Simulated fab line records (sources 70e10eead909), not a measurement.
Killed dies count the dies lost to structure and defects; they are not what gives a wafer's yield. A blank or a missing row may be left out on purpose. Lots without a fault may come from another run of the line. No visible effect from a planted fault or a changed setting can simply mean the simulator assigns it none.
Matching of chambers ; flow nand_harc ; rie_si-02 running NHARC_A_CHANNEL_FILL_D1_ETCHBACK_19: 4 sister chambers
The step etches the open film in HBr/Cl2, target depth 5 nm, time 1.7 s. 14 wafers are shown with their chamber, then 6 later ones without.

## WAFERS WITH THEIR CHAMBER
wafer;chamber;drypump_motor_current_A (A);oes_product_au (a.u.);he_backside_leak_sccm (sccm)
L832.1;1;5.7;0.992;2.81
L832.3;2;5.5;1.011;2.37
L832.4;3;4.9;1.007;2.79
L835.2;3;4.9;1.010;2.72
L835.3;0;5.3;0.996;2.77
L835.5;0;5.3;1.001;2.70
L837.2;0;5.3;0.994;2.95
L837.3;3;4.9;1.003;2.76
L837.5;2;5.5;1.008;2.49
L840.1;3;4.9;1.003;2.74
L840.2;0;5.3;1.002;2.75
L840.6;0;5.3;0.997;2.83
L845.2;3;4.9;1.006;2.82
L845.4;0;5.4;1.001;3.02

SIGNATURES (means of the wafers above)
reading;chamber 0;chamber 1;chamber 2;chamber 3;scatter within a chamber
drypump_motor_current_A;5.317;5.700;5.500;4.900;0.0289
oes_product_au;0.99850;0.99200;1.00950;1.00580;0.00305
he_backside_leak_sccm;2.8367;2.8100;2.4300;2.7660;0.0952
Rule: distance of a wafer from a chamber = root of the sum over the readings of ((wafer's reading minus chamber's mean) / reading's scatter) squared. If the next closest chamber is less than 2 further off than the closest, the wafer can't be placed; otherwise it belongs to the closest. How the scatter is found: for the shown wafers, subtract from each reading the mean of its chamber, square and add these, divide the total by (wafers less chambers), then take the root.

## WAFERS WITH NO CHAMBER GIVEN
wafer;drypump_motor_current_A (A);oes_product_au (a.u.);he_backside_leak_sccm (sccm)
L845.5;4.9;1.006;2.75
L851.1;5.6;1.024;2.46
L851.4;5.3;1.003;2.76
L852.1;5.7;0.993;3.17
L852.2;5.4;1.009;2.97
L852.4;5.5;1.002;2.46

## WHICH CHAMBER EACH WENT THROUGH
wafer;from the rows above;in truth
L845.5;3;3
L851.1;2;2
L851.4;0;0
L852.1;1;1
L852.2;can't be placed: 0 or 2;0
L852.4;2;2
Placed correctly: 5 of 6. Can't be placed from these rows: 1 (the true chamber is among the candidates in 1). Wrongly placed: 0.
